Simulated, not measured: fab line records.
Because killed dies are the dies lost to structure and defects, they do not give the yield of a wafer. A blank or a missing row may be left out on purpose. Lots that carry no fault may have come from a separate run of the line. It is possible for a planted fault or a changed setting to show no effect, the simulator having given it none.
Matching of chambers / flow n5-finfet / 4 sister chambers for N5_BEOL_M4_DESCUM_16 on rie-diel-05
The step chemistry O2, time 7 s. 18 wafers are shown with their chamber, then 9 later ones without.

WAFERS, EACH WITH ITS CHAMBER
wafer=L077.2; chamber=0; showerhead-plenum-p-Torr (Torr)=2.23; drypump-motor-current-A (A)=5.0; throttle-valve-pct (%)=20.38
wafer=L077.3; chamber=1; showerhead-plenum-p-Torr (Torr)=2.18; drypump-motor-current-A (A)=5.6; throttle-valve-pct (%)=20.17
wafer=L077.4; chamber=3; showerhead-plenum-p-Torr (Torr)=2.06; drypump-motor-current-A (A)=5.9; throttle-valve-pct (%)=20.58
wafer=L076.3; chamber=0; showerhead-plenum-p-Torr (Torr)=2.23; drypump-motor-current-A (A)=5.1; throttle-valve-pct (%)=20.38
wafer=L076.5; chamber=0; showerhead-plenum-p-Torr (Torr)=2.23; drypump-motor-current-A (A)=5.1; throttle-valve-pct (%)=20.36
wafer=L076.6; chamber=3; showerhead-plenum-p-Torr (Torr)=2.06; drypump-motor-current-A (A)=5.9; throttle-valve-pct (%)=20.60
wafer=L078.1; chamber=1; showerhead-plenum-p-Torr (Torr)=2.18; drypump-motor-current-A (A)=5.6; throttle-valve-pct (%)=20.19
wafer=L078.4; chamber=2; showerhead-plenum-p-Torr (Torr)=2.14; drypump-motor-current-A (A)=5.8; throttle-valve-pct (%)=19.82
wafer=L078.5; chamber=0; showerhead-plenum-p-Torr (Torr)=2.23; drypump-motor-current-A (A)=5.0; throttle-valve-pct (%)=20.37
wafer=L080.3; chamber=1; showerhead-plenum-p-Torr (Torr)=2.18; drypump-motor-current-A (A)=5.6; throttle-valve-pct (%)=20.17
wafer=L080.4; chamber=0; showerhead-plenum-p-Torr (Torr)=2.23; drypump-motor-current-A (A)=5.1; throttle-valve-pct (%)=20.40
wafer=L080.5; chamber=1; showerhead-plenum-p-Torr (Torr)=2.18; drypump-motor-current-A (A)=5.6; throttle-valve-pct (%)=20.20
wafer=L082.1; chamber=0; showerhead-plenum-p-Torr (Torr)=2.23; drypump-motor-current-A (A)=5.1; throttle-valve-pct (%)=20.39
wafer=L082.4; chamber=0; showerhead-plenum-p-Torr (Torr)=2.22; drypump-motor-current-A (A)=5.1; throttle-valve-pct (%)=20.40
wafer=L082.6; chamber=2; showerhead-plenum-p-Torr (Torr)=2.13; drypump-motor-current-A (A)=5.8; throttle-valve-pct (%)=19.83
wafer=L083.1; chamber=0; showerhead-plenum-p-Torr (Torr)=2.22; drypump-motor-current-A (A)=5.1; throttle-valve-pct (%)=20.40
wafer=L083.4; chamber=0; showerhead-plenum-p-Torr (Torr)=2.23; drypump-motor-current-A (A)=5.0; throttle-valve-pct (%)=20.42
wafer=L083.5; chamber=2; showerhead-plenum-p-Torr (Torr)=2.13; drypump-motor-current-A (A)=5.8; throttle-valve-pct (%)=19.83

SIGNATURES, as means of the wafers listed above
reading=showerhead-plenum-p-Torr; chamber 0=2.2278; chamber 1=2.1800; chamber 2=2.1333; chamber 3=2.0600; scatter within a chamber=0.00398
reading=drypump-motor-current-A; chamber 0=5.067; chamber 1=5.600; chamber 2=5.800; chamber 3=5.900; scatter within a chamber=0.0378
reading=throttle-valve-pct; chamber 0=20.3889; chamber 1=20.1825; chamber 2=19.8267; chamber 3=20.5900; scatter within a chamber=0.0161
Rule: for each reading, subtract the chamber's mean from the wafer's reading, divide by that reading's scatter and square the result; add these up over the readings and take the root, which gives the wafer's distance from the chamber. If the next closest chamber is less than 2 further off than the closest, the wafer can't be placed; otherwise it belongs to the closest. The scatter: take each reading less its chamber's mean, square it, sum over the shown wafers, divide by the number of wafers less the number of chambers, and take the root.

WAFERS WITHOUT THEIR CHAMBER
wafer=L085.3; showerhead-plenum-p-Torr (Torr)=2.17; drypump-motor-current-A (A)=5.6; throttle-valve-pct (%)=20.21
wafer=L085.5; showerhead-plenum-p-Torr (Torr)=2.22; drypump-motor-current-A (A)=5.1; throttle-valve-pct (%)=20.40
wafer=L085.6; showerhead-plenum-p-Torr (Torr)=2.13; drypump-motor-current-A (A)=5.8; throttle-valve-pct (%)=19.83
wafer=L086.1; showerhead-plenum-p-Torr (Torr)=2.22; drypump-motor-current-A (A)=5.1; throttle-valve-pct (%)=20.40
wafer=L086.5; showerhead-plenum-p-Torr (Torr)=2.22; drypump-motor-current-A (A)=5.0; throttle-valve-pct (%)=20.43
wafer=L086.6; showerhead-plenum-p-Torr (Torr)=2.13; drypump-motor-current-A (A)=5.8; throttle-valve-pct (%)=19.85
wafer=L091.1; showerhead-plenum-p-Torr (Torr)=2.06; drypump-motor-current-A (A)=5.9; throttle-valve-pct (%)=20.20
wafer=L091.2; showerhead-plenum-p-Torr (Torr)=2.22; drypump-motor-current-A (A)=5.1; throttle-valve-pct (%)=20.41
wafer=L091.3; showerhead-plenum-p-Torr (Torr)=2.17; drypump-motor-current-A (A)=5.7; throttle-valve-pct (%)=20.23

WHICH CHAMBER EACH WENT THROUGH
wafer=L085.3; from the rows above=1; in truth=1
wafer=L085.5; from the rows above=0; in truth=0
wafer=L085.6; from the rows above=2; in truth=2
wafer=L086.1; from the rows above=0; in truth=0
wafer=L086.5; from the rows above=0; in truth=0
wafer=L086.6; from the rows above=2; in truth=2
wafer=L091.1; from the rows above=3; in truth=3
wafer=L091.2; from the rows above=0; in truth=0
wafer=L091.3; from the rows above=1; in truth=1
Correctly placed: 9 of 9. Can't be placed from these rows: 0. Placed wrongly: 0.
